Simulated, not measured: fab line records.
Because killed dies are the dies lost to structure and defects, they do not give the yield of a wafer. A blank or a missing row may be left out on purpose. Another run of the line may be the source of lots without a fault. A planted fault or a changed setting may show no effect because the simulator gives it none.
Problem report, 8D (eight disciplines) form, completed by code    flow n5 finfet    the parts of the form that need people (team, actions taken, sign-off) are left out

## 1. THE ISSUE
Wafers without a fault read 500.00 C, standard deviation 0.24; susceptor temp C at N5_HKMG_FIN_CVD_62 reads a mean of 481.89 C on 3 wafers belonging to 2 lots. That is -75 standard deviations from the usual mean.
The step: deposits a-Si from Si2H6, target thk 3 nm, time 20.8 s.
Seen first at day 6 00:07 on thermal cvd si-01, wafer L154.6. The record has a number at this step for 18 wafers belonging to 6 lots. The rule behind "out" and "out of limits": a value lying over 4 standard deviations away from the usual mean. All remaining wafers that have a number are taken as sound.

## 2. WHAT IT IS AND WHAT IT IS NOT
question                     is                      is not
which readings at this step  susceptor temp C        heater power w
which lots                   L154, L156              L161, L167, L169, L170
which wafers of those lots   L154.6, L156.3, L156.5  L154.1, L154.4, L156.4
read on which tools          thermal cvd si-01       thermal cvd si-02
when                         from day 6 00:07        up to then (2 sound wafers); but 13 sound wafers of L156, L161, L167, L169, L170 came after

## 3. THE SUSPECTS, EACH WITH WHAT RULES IT OUT
Counting: any tool at a process step up to the reading remains a suspect provided it ran every lot that is out. Sound lots after the first of them don't rule it out here, since some wafers of a struck lot are sound.
- thermal cvd si-01 at N5_HKMG_FIN_CVD_62 (deposits a-Si from Si2H6, target thk 3 nm, time 20.8 s): kept. It ran every lot that is out, first L154 (day 6 00:07). Its own susceptor temp C readings are out on those wafers.
- thermal cvd si-01, N5_HKMG_FIN_CVD_62: wafers that are out in chamber 1, sound lot-mates in chambers 0, 2.
Remaining after the count: thermal cvd si-01 at N5_HKMG_FIN_CVD_62.

## 4. THE CAUSE (what the simulator had put in)
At N5_HKMG_FIN_CVD_62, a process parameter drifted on thermal cvd si-01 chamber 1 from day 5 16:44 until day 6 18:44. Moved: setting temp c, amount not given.
After counting, this tool was the only one left.

## 5. SEQUENCE OF EFFECTS, ordered by route
Each row: a reading where the mean over the struck wafers with a number is more than 3 standard deviations away from the usual. Only readings for which the record gives a usual standard deviation are gone through. hours: the time from each lot's start at the first step in this table that gives one to its start at this step, as a median over the lots. sigmas: the change in usual standard deviations.
hours  step                reading           usual     on struck wafers  change  sigmas
0      N5_HKMG_FIN_CVD_62  susceptor temp C  500.00 C  481.89            -18.11  -75
The process steps in it:
- N5_HKMG_FIN_CVD_62: deposits a-Si from Si2H6, target thk 3 nm, time 20.8 s.
At these later measuring or inspecting steps, every struck wafer for which the step has a row has a number for every such reading, and none has moved that far: N5_BEOL_M4_RC_MEAS_101.

## 6. HOW IT WOULD HAVE BEEN CAUGHT EARLIER
First out-of-limits reading in this record: day 6 00:07, which is 7 hours after fault onset at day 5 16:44.
